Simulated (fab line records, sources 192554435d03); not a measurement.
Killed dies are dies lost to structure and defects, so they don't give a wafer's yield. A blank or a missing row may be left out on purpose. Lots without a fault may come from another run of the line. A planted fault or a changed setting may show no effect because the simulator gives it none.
One fault seen from 2 desks | flow n5_finfet | each desk has only its own numbers; what lay behind them comes last

THE METROLOGY DESK
What the gauges read, lot by lot, whatever tool the lot ran on: means of the sampled wafers that have a number. A lot is out of limits, marked OUT, if its mean lies more than 4 standard deviations from the usual mean; the brackets give that distance. Of its 10 readings 7 are shown: those that lie furthest out on some lot.
Columns: A = DIBL_N at N5_BEOL_M4_RC_MEAS_101, usual 35.8 mV/V; B = DIBL_P at N5_BEOL_M4_RC_MEAS_101, usual 35.6 mV/V; C = IOFF_N at N5_BEOL_M4_RC_MEAS_101, usual 0.148 nA/um; D = IOFF_P at N5_BEOL_M4_RC_MEAS_101, usual 0.20 nA/um; E = SS_N at N5_BEOL_M4_RC_MEAS_101, usual 71.2 mV/dec; F = SS_P at N5_BEOL_M4_RC_MEAS_101, usual 73.1 mV/dec; G = VT_P at N5_BEOL_M4_RC_MEAS_101, usual -251 mV
lot  | first seen here | A    | B    | C     | D    | E    | F    | G
L847 | day 8 02:58     | 37.1 | 37.6 | 0.151 | 0.21 | 71.1 | 73.3 | -248
L849 | day 9 00:37     | 37.2 | 35.1 | 0.151 | 0.22 | 71.2 | 73.6 | -248
L850 | day 9 07:14     | 36.1 | 37.9 | 0.159 | 0.19 | 71.3 | 72.9 | -255
L857 | day 10 15:32    | 35.0 | 34.8 | 0.144 | 0.18 | 71.3 | 72.4 | -251
L860 | day 11 04:51    | 34.6 | 35.0 | 0.139 | 0.21 | 70.7 | 72.6 | -250
L859 | day 11 07:08    | 38.2 | 36.9 | 0.199 | 0.28 | 72.7 | 73.8 | -244
L861 | day 11 22:08    | 33.6 | 33.8 | 0.133 | 0.21 | 70.7 | 73.3 | -246
L868 | day 13 18:52    | 36.5 | 35.2 | 0.161 | 0.20 | 71.3 | 72.3 | -248
L869 | day 13 22:43    | 35.0 | 35.0 | 0.157 | 0.20 | 70.7 | 72.7 | -248
This desk's finding: nothing out of limits on any of the 9 lots.

THE TOOL OWNER'S DESK: ald_sin-01
The tool's own readings at N5_MOL_CONTACT_COAG_ALD_131 (deposits SiO2, target thk 5 nm, pulse time 1 s, co reactant pulse time 1 s): means of the sampled wafers that have a number, for each lot that ran on this tool. A lot is out of limits, marked OUT, if its mean lies more than 4 standard deviations from the usual mean; the brackets give that distance.
Columns: A = heater_power_w at N5_MOL_CONTACT_COAG_ALD_131, usual 73 W; B = precursor_pulse_height_rel at N5_MOL_CONTACT_COAG_ALD_131, usual 1.003
lot  | first seen here | A  | B
L849 | day 5 21:01     | 75 | 1.024
L857 | day 7 23:27     | 77 | 1.016
L860 | day 8 17:12     | 78 | 1.014
L861 | day 8 23:08     | 80 | 0.996
This desk's finding: nothing out of limits on any of the 4 lots.

PUT TOGETHER
The metrology desk saw nothing out of limits.
The tool owner's desk saw nothing out of limits.

WHAT THE SIMULATOR HAD PUT IN
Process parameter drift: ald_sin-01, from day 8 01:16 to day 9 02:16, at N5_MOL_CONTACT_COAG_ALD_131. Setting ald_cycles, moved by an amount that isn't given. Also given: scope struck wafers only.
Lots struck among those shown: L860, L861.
